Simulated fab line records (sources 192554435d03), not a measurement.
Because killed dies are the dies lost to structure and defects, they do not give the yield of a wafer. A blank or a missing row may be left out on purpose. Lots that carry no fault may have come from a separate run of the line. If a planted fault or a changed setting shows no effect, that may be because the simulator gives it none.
Which of the tools did it?    flow n5 finfet    11 lots with 30 wafers sampled at 5 steps, on a route of 1938 steps

== WHAT THE GAUGES SHOWED, per wafer ==
N5_MOL_CONTACT_COAG_CD_MEAS_40 targets a cd of 25.1 nm. Usual: 25.00 nm for cd nm, sd 0.26.
lot   measured      on         cd nm (nm)         flag
L224  day 5 07:22   cd sem-01  24.99 25.09        
L226  day 5 21:20   cd sem-03  25.22 25.13        
L230  day 7 02:22   cd sem-03  24.90 24.94 25.12  
L231  day 7 12:19   cd sem-01  24.54 24.62 24.89  
L232  day 7 18:38   cd sem-02  25.23 25.34 25.21  
L234  day 7 19:24   cd sem-03  24.98 24.81 24.96  
L238  day 9 05:10   cd sem-02  25.25 25.22 25.22  
L240  day 9 19:11   cd sem-01  24.77 25.04        
L243  day 10 06:19  cd sem-02  25.46 25.25 25.56  
L242  day 10 08:21  cd sem-02  24.42 24.48 24.79  
L244  day 10 13:56  cd sem-03  24.65 25.00 24.68  

N5_BEOL_M4_RC_MEAS_101. Usual: DIBL_N 35.3 mV/V, standard deviation 2.5; DIBL_P 35 mV/V, standard deviation 3.3; IOFF_N 0.15 nA/um, standard deviation 0.049; IOFF_P 0.20 nA/um, standard deviation 0.056; ION_N 673 uA/um, standard deviation 16; ION_P 462 uA/um, standard deviation 10; SS_N 71.2 mV/dec, standard deviation 0.85; SS_P 73.0 mV/dec, standard deviation 0.97; VT_N 252 mV, standard deviation 4.9; VT_P -251 mV, standard deviation 5.
lot   measured      on         DIBL_N (mV/V)   DIBL_P (mV/V)  IOFF_N (nA/um)  IOFF_P (nA/um)  ION_N (uA/um)  ION_P (uA/um)  SS_N (mV/dec)   SS_P (mV/dec)   VT_N (mV)    VT_P (mV)       flag
L224  day 8 18:04   prober-02  37.3 37.2       39 38          0.19 0.18       0.21 0.20       691 680        466 457        72.6 72.3       73.9 73.5       248 251      -251 -256       
L226  day 9 05:55   prober-01  38.6 39.0       41 41          0.24 0.24       0.30 0.32       708 709        481 490        72.3 73.0       75.0 75.2       242 245      -244 -243       
L230  day 10 03:44  prober-02  35.6 35.7 36.1  35 36 36       0.14 0.16 0.15  0.20 0.22 0.21  668 683 683    464 473 470    70.9 71.1 71.6  72.9 72.1 72.9  249 247 252  -250 -251 -248  
L238  day 12 03:56  prober-01  35.7 35.8 35.6  35 37 35       0.14 0.15 0.16  0.22 0.27 0.23  679 676 697    467 478 488    71.4 71.1 71.5  73.6 73.7 73.8  252 251 247  -247 -243 -243  
L240  day 12 23:45  prober-01  32.1 31.2       33 32          0.11 0.11       0.16 0.15       663 668        462 460        70.3 70.5       71.7 71.4       254 255      -254 -253       
L243  day 13 04:11  prober-02  33.8 34.3 33.3  33 34 32       0.11 0.11 0.11  0.15 0.15 0.14  667 678 684    458 467 468    70.2 70.8 69.6  71.5 71.8 71.5  254 258 256  -256 -253 -257  
L242  day 13 09:14  prober-01  32.7 33.0 33.1  32 33 32       0.11 0.11 0.10  0.16 0.18 0.16  684 658 666    473 462 462    70.2 70.7 70.4  73.0 73.1 72.7  255 253 260  -254 -250 -253  
L244  day 14 00:22  prober-02  31.1 34.4 34.5  28 30 32       0.07 0.10 0.11  0.10 0.12 0.13  644 640 672    447 434 461    69.2 70.3 70.5  71.7 71.8 72.5  262 260 254  -261 -260 -258  

== WHICH TOOL RAN EACH LOT (tool, then ch and the chambers of the sampled wafers, then the start) ==
lot   N5_MOL_CONTACT_COAG_DESCUM_45       N5_MOL_CONTACT_COAG_ETCH_67         N5_MOL_CONTACT_COAG_ETCH_124
L224  rie diel-04 ch 1,2, day 5 07:47     rie diel-04 ch 0,2, day 5 08:45     rie diel-04 ch 0,2, day 5 08:54
L226  rie diel-06 ch 1,2, day 5 21:28     rie diel-04 ch 2,3, day 5 21:49     rie diel-04 ch 2,3, day 5 21:58
L230  rie diel-05 ch 0,1, day 7 02:29     rie diel-04 ch 0,1,2, day 7 03:02   rie diel-04 ch 0,1,2, day 7 03:11
L231  rie diel-04 ch 0,2,3, day 7 12:26   rie diel-04 ch 2,3, day 7 12:47     rie diel-04 ch 2,3, day 7 12:56
L232  rie diel-06 ch 0,1,3, day 7 18:46   rie diel-04 ch 0,1,3, day 7 19:14   rie diel-04 ch 0,1,3, day 7 19:23
L234  rie diel-04 ch 0,1,2, day 7 19:32   rie diel-04 ch 0,1,3, day 7 19:53   rie diel-04 ch 0,1,3, day 7 20:02
L238  rie diel-04 ch 0,1,3, day 9 05:24   rie diel-05 ch 0,1, day 9 06:17     rie diel-05 ch 0,1, day 9 06:26
L240  rie diel-05 ch 2,3, day 9 19:19     rie diel-05 ch 3, day 9 19:55       rie diel-05 ch 3, day 9 20:04
L243  rie diel-06 ch 0,1,3, day 10 06:26  rie diel-05 ch 0,1,2, day 10 06:53  rie diel-05 ch 0,1,2, day 10 07:02
L242  rie diel-06 ch 2,3, day 10 08:40    rie diel-05 ch 0,2,3, day 10 09:01  rie diel-05 ch 0,2,3, day 10 09:10
L244  rie diel-04 ch 0,1,3, day 10 14:31  rie diel-05 ch 0,3, day 10 14:54    rie diel-05 ch 0,3, day 10 15:03
- N5_MOL_CONTACT_COAG_DESCUM_45: chemistry O2, time 7 s.
- N5_MOL_CONTACT_COAG_ETCH_67: etches SOC in N2/H2, target depth 60 nm, overetch 21 nm, time 101.2 s.
- N5_MOL_CONTACT_COAG_ETCH_124: etches SiNx in CH3F/O2, stops on SiOC, target depth 6.5 nm.

== WHAT THE TOOLS THEMSELVES READ (means of the sampled wafers that have a number; where no wafer has one, the mark that the record gives instead) ==
N5_MOL_CONTACT_COAG_DESCUM_45. Usual: drypump motor current A 5.9 A, standard deviation 0.51; oes product au 0.80 a.u., standard deviation 0.075; rf vpp V 244.0 V, standard deviation 1.3; showerhead plenum p Torr 2.15 Torr, standard deviation 0.063; throttle valve pct 20.4 %, standard deviation 0.35.
lot   tool         drypump motor current A (A)  oes product au (a.u.)  rf vpp V (V)  showerhead plenum p Torr (Torr)  throttle valve pct (%)  flag
L224  rie diel-04  6.0                          0.79                   244.3         2.19                             20.3                    
L226  rie diel-06  6.2                          0.78                   243.8         2.13                             20.2                    
L230  rie diel-05  5.9                          0.82                   244.2         2.22                             20.8                    
L231  rie diel-04  5.9                          0.85                   243.7         2.15                             20.5                    
L232  rie diel-06  5.9                          0.79                   244.2         2.18                             20.4                    
L234  rie diel-04  5.7                          0.80                   243.3         2.15                             20.5                    
L238  rie diel-04  5.7                          0.79                   243.6         2.11                             20.4                    
L240  rie diel-05  5.6                          0.76                   243.1         2.08                             20.1                    
L243  rie diel-06  5.9                          0.76                   244.7         2.17                             20.4                    
L242  rie diel-06  5.6                          0.87                   242.8         2.08                             20.1                    
L244  rie diel-04  5.7                          0.78                   243.7         2.11                             20.4                    

N5_MOL_CONTACT_COAG_ETCH_67. Usual: bias w is 150.0 W with standard deviation 0.47, chamber pressure mTorr is 30.000 mTorr with standard deviation 0.027, drypump motor current A is 5.9 A with standard deviation 0.45, oes product au is 0.67 a.u. with standard deviation 0.061, rf vpp V is 525.7 V with standard deviation 2.2, showerhead plenum p Torr is 2.60 Torr with standard deviation 0.083, and throttle valve pct is 17.7 % with standard deviation 0.33.
lot   tool         bias w (W)  chamber pressure mTorr (mTorr)  drypump motor current A (A)  oes product au (a.u.)  rf vpp V (V)  showerhead plenum p Torr (Torr)  throttle valve pct (%)  flag
L224  rie diel-04  149.9       30.021                          5.7                          0.72                   525.2         2.59                             17.8                    
L226  rie diel-04  151.0       30.024                          6.3                          0.70                   527.6         2.66                             17.8                    
L230  rie diel-04  149.7       29.987                          5.7                          0.67                   525.0         2.60                             17.8                    
L231  rie diel-04  150.1       30.015                          6.3                          0.69                   527.2         2.67                             17.8                    
L232  rie diel-04  150.1       29.991                          5.7                          0.67                   524.8         2.56                             17.7                    
L234  rie diel-04  150.5       30.010                          5.7                          0.67                   525.0         2.56                             17.7                    
L238  rie diel-05  150.4       29.993                          5.9                          0.66                   526.9         2.66                             17.9                    
L240  rie diel-05  150.8       29.972                          5.8                          0.60                   525.3         2.59                             17.3                    
L243  rie diel-05  149.8       29.990                          5.8                          0.68                   525.1         2.59                             17.7                    
L242  rie diel-05  149.9       30.017                          5.8                          0.67                   525.9         2.57                             17.4                    
L244  rie diel-05  149.9       30.001                          6.1                          0.68                   527.1         2.64                             17.3                    

N5_MOL_CONTACT_COAG_ETCH_124. Usual: CH3F_flow_sccm 30.00 sccm, standard deviation 0.084; O2_flow_sccm 20.01 sccm, standard deviation 0.062; drypump motor current A 5.9 A, standard deviation 0.45; oes product au 0.69 a.u., standard deviation 0.062; rf vpp V 298 V, standard deviation 3.9; showerhead plenum p Torr 2.05 Torr, standard deviation 0.061; throttle valve pct 16.22 %, standard deviation 0.29.
lot   tool         CH3F_flow_sccm (sccm)  O2_flow_sccm (sccm)  drypump motor current A (A)  oes product au (a.u.)  rf vpp V (V)  showerhead plenum p Torr (Torr)  throttle valve pct (%)  flag
L224  rie diel-04  29.95                  20.05                5.7                          0.74                   296           2.04                             16.38                   
L226  rie diel-04  29.94                  19.98                6.3                          0.71                   298           2.08                             16.14                   
L230  rie diel-04  29.90                  20.06                5.7                          0.69                   296           2.05                             16.35                   
L231  rie diel-04  -                      -                    -                            -                      -             -                                -                       OFF
L232  rie diel-04  -                      -                    -                            -                      -             -                                -                       OFF
L234  rie diel-04  -                      -                    -                            -                      -             -                                -                       OFF
L238  rie diel-05  30.02                  20.03                5.9                          0.67                   298           2.10                             16.53                   
L240  rie diel-05  29.98                  19.96                5.8                          0.61                   298           2.05                             16.06                   
L243  rie diel-05  29.90                  20.04                5.8                          0.69                   299           2.05                             16.27                   
L242  rie diel-05  30.06                  19.97                5.8                          0.68                   297           2.03                             16.00                   
L244  rie diel-05  29.94                  20.05                6.1                          0.69                   296           2.08                             15.97                   

== THE ANSWER, worked out from the rows above alone ==
Rule: a lot counts as off when the mean over its wafers that have a number is more than 3 standard deviations away from the usual mean. Also off: a lot with no number at a reading for which 4 or more lots have one. Any other lot the step has rows for is counted as sound. After the gauges, taken in route order, come the tools' own readings; for these a lot's mean is taken, as printed above. At the first step where some lot is off, the reading lying furthest off is the one used; lots without a number count as furthest.
Off: L231, L232, L234, at N5_MOL_CONTACT_COAG_ETCH_124 (CH3F_flow_sccm). Without a number there: L231, L232, L234.
If a tool, at that step or one of the process steps before it, ran each lot that is off and ran no sound lot following the first of them, it fits. One fits: rie diel-04 at N5_MOL_CONTACT_COAG_ETCH_67 and N5_MOL_CONTACT_COAG_ETCH_124. At N5_MOL_CONTACT_COAG_ETCH_67 its last sound lot is L230 (day 7 03:02), its first lot that is off L231 (day 7 12:47): a fault that began between those two fits.

== WHAT WAS PUT IN BY THE SIMULATOR ==
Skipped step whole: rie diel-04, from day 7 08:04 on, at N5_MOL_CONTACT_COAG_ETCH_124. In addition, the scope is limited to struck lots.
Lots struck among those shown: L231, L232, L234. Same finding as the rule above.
